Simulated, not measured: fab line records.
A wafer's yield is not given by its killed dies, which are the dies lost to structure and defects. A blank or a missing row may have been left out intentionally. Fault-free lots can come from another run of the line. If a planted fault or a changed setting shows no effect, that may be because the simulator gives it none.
Which of the tools did it?    flow n5Finfet    8 lots, 24 wafers sampled, at 4 steps of a route of 1938

WHAT THE GAUGES SHOWED, per wafer
N5_BEOL_M0_SAQP_INSPECT_42: inspects for defects (brightfield).
lot   measured      on                rawDefectCount
L735  day 7 10:13   defectInspect-01  292 274 199
L734  day 7 17:08   defectInspect-02  304 192 369
L736  day 7 19:34   defectInspect-01  298 234 1505
L737  day 7 22:29   defectInspect-02  1507 352 288
L743  day 9 14:10   defectInspect-01  237 266 269
L744  day 9 19:47   defectInspect-01  270 350 354
L748  day 10 20:14  defectInspect-02  272 291 311
L751  day 11 09:18  defectInspect-02  224 298 201

TOOL THAT RAN EACH LOT (tool first, then ch and the chambers of the sampled wafers, then the start)
lot   N5_BEOL_M0_SAQP_MANDREL_ETCH_20  N5_BEOL_M0_SAQP_RECESS_104         N5_BEOL_M0_SAQP_SPACER2_ETCHBACK_27
L735  rieSi-05 ch 0,1,3, day 7 06:39   vaporEtch-02 ch 0, day 7 08:12     rieDiel-01 ch 0,1, day 7 09:30
L734  rieSi-01 ch 0,1, day 7 12:03     vaporEtch-01 ch 0,1, day 7 13:38   rieDiel-01 ch 0,1,3, day 7 16:32
L736  rieSi-05 ch 1,2, day 7 15:56     vaporEtch-01 ch 0,1, day 7 17:44   rieDiel-03 ch 2,3, day 7 18:55
L737  rieSi-05 ch 1,2,3, day 7 18:59   vaporEtch-01 ch 0,1, day 7 20:35   rieDiel-03 ch 2,3, day 7 21:53
L743  rieSi-02 ch 0,1, day 9 08:26     vaporEtch-01 ch 0,1, day 9 10:23   rieDiel-01 ch 0,1, day 9 13:27
L744  rieSi-02 ch 0,1,2, day 9 16:00   vaporEtch-01 ch 0,1, day 9 17:52   rieDiel-03 ch 1,2,3, day 9 19:04
L748  rieSi-05 ch 0,1,3, day 10 16:28  vaporEtch-02 ch 0,1, day 10 18:01  rieDiel-06 ch 0,1,3, day 10 19:39
L751  rieSi-05 ch 1,3, day 11 04:33    vaporEtch-01 ch 0,1, day 11 07:16  rieDiel-01 ch 0,2, day 11 08:43
- N5_BEOL_M0_SAQP_MANDREL_ETCH_20: etches a-Si in HBr/Cl2, stops on SiNx, target depth 60 nm, bt time 10 s, time 30 s.
- N5_BEOL_M0_SAQP_RECESS_104: chemistry HF/NH3, target SiO2, target depth 18 nm, afs cycles 3, sublimation time 60 s.
- N5_BEOL_M0_SAQP_SPACER2_ETCHBACK_27: etches SiO2 in CHF3/O2, target depth 22.5 nm, time 11.25 s.

THE ANSWER, worked out from the rows above alone
Rule: the lots themselves supply what counts as usual. The widest of any qualifying gaps counts: lots, ordered by their means at a reading, are off when they make up no more than a third of the lots, leave a main group of 4 or more, and stand apart from it by 3 or more times the standard deviation of that group's means. A main group is skipped when, at the precision printed for the reading in the tables above, its means are all equal. A lot without any number at a reading at which 4 lots or more have one is off too. Where the step has rows for the other lots, those lots are counted as sound.
Off at N5_BEOL_M0_SAQP_INSPECT_42 (rawDefectCount): L736, L737. Mean 276 and standard deviation 28 in the main group.
If a tool, at a process step before that reading, ran all the lots that are off and no sound lot after the first of them, it fits. Gauges at N5_BEOL_M0_SAQP_INSPECT_42: tried the same way as those tools. No candidate that was tried fits.

WHAT HAD BEEN PUT IN BY THE SIMULATOR
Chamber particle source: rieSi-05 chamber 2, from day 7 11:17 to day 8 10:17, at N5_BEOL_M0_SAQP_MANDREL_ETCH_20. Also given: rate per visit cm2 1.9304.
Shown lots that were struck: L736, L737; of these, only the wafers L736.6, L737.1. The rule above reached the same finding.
